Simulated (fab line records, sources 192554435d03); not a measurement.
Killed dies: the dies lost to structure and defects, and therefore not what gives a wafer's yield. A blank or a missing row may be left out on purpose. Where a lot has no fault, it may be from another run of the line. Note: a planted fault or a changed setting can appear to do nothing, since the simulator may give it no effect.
Struck lot and sound lot, side by side | flow n5_finfet | 17 out of 1938 route steps
Sound: these wafers, L366.1, L366.4, L366.6. Struck: wafers L372.1, L372.2, L372.6. The cause comes at the end.
Per side, at each step with rows, come the tool, then ch with its chambers, and then its first start. Under that, the readings that differ: sound wafers | struck wafers | difference of the means | sigmas: that difference in standard deviations of wafers without a fault.
alike: words and numbers the same on both sides, and readings whose means are apart by under 2 such deviations; not compared: readings that were withheld, readings missing a value for some wafer, numbers with overlapping values and no deviation given by the record, and bounds like >300 which may hide the same value.
Wherever a step has rows on one side only, a row that says differs or no value, or a row with sigmas, the two part there. Numbers that have no deviation but don't overlap get no sigmas and don't part them. A reading that every wafer of one side lacks parts them only if that side has two wafers or more.

first, 11 steps without rows for these wafers: N5_MOL_CONTACT_COAG_VIA_ETCH_117 (etches SiO2 in C4F6/O2, target depth 40 nm, overetch 8 nm, time 26 s); N5_MOL_CONTACT_COAG_ETCH_124 (etches SiNx in CH3F/O2, stops on SiOC, target depth 6.5 nm); N5_MOL_CONTACT_COAG_ETCH_48 (etches SiOC in C4F6/O2, target depth 15 nm, overetch 4.5 nm, time 17 s); N5_MOL_CONTACT_COAG_STRIP_72 (strips in N2/H2); N5_MOL_CONTACT_COAG_STRIP_49 (strips in N2/H2, time 30 s); N5_MOL_CONTACT_COAG_PRECLEAN_138 (cleans in alkaline clean, time 60 s); N5_MOL_CONTACT_COAG_SRD_139 (time 30 s); N5_MOL_CONTACT_COAG_PRE_CLEAN_121; N5_MOL_CONTACT_COAG_CVD_140 (deposits W, target thk 66.5 nm, time 215 s); N5_MOL_CONTACT_COAG_PRECLEAN_127 (cleans in DIW, time 57.5 s); N5_MOL_CONTACT_COAG_SRD_128 (dry time 32 s).
N5_MOL_CONTACT_COAG_CMP_52: polishes, stops on SiO2, t overpolish 1.5 s, target thk 66.5 nm.
  sound on cmp-02 ch 0,2,3, day 8 19:56; struck on cmp-01 ch 2,3, day 10 09:59
  no value came back on the struck wafers for any of 5 readings (edge_zone_pressure_frac, head_pressure_psi (psi) and others); on the sound wafers edge_zone_pressure_frac reads 0.998 0.994 0.999
  reading                                         | sound      | struck         | difference | sigmas
  model.W_of_MOL_CONTACT_COAG_CVD_140.thk_nm (nm) | 67 67 65.8 | 67.8 67.6 67.6 | +1.1       |
  not compared: pad_life_wafers
N5_MOL_CONTACT_COAG_THK_MEAS_53:
  sound on film_metro-01, day 8 20:14; struck on film_metro-02, day 10 10:17
  reading          | sound          | struck | difference                    | sigmas
  VIA_MOL_THK (nm) | 43.0 43.7 43.5 | - - -  | no value on the struck wafers |
then, 1 step without rows for these wafers: N5_MOL_CONTACT_COAG_ANNEAL_112 (time 1800 s).
N5_MOL_CONTACT_COAG_INSPECT_97: inspects for defects (darkfield).
  sound on defect_inspect-02, day 8 23:17; struck on defect_inspect-02, day 10 13:20
  reading          | sound    | struck         | difference | sigmas
  raw_defect_count | 43 69 37 | 1255 1243 1217 | +1189      | +74
N5_BEOL_M4_RC_MEAS_101:
  the record has rows for the sound wafers here (prober-01 ch 0, day 11 04:42) and none for the struck ones
-- the record jumps here: 7 days lie between the struck wafers' starts before and after (it left off in module BEOL_M4 and takes up again in module PASSIVATION, whose first step shown is number 1936 of the route) --
N5_PASSIVATION_PROBE_49:
  the record has rows for the struck wafers here (prober-02, day 17 01:55) and none for the sound ones

== WHERE THEY PART ==
Earliest at N5_MOL_CONTACT_COAG_CMP_52; latest, in this record, at N5_PASSIVATION_PROBE_49.

WHY: the cause the simulator had injected
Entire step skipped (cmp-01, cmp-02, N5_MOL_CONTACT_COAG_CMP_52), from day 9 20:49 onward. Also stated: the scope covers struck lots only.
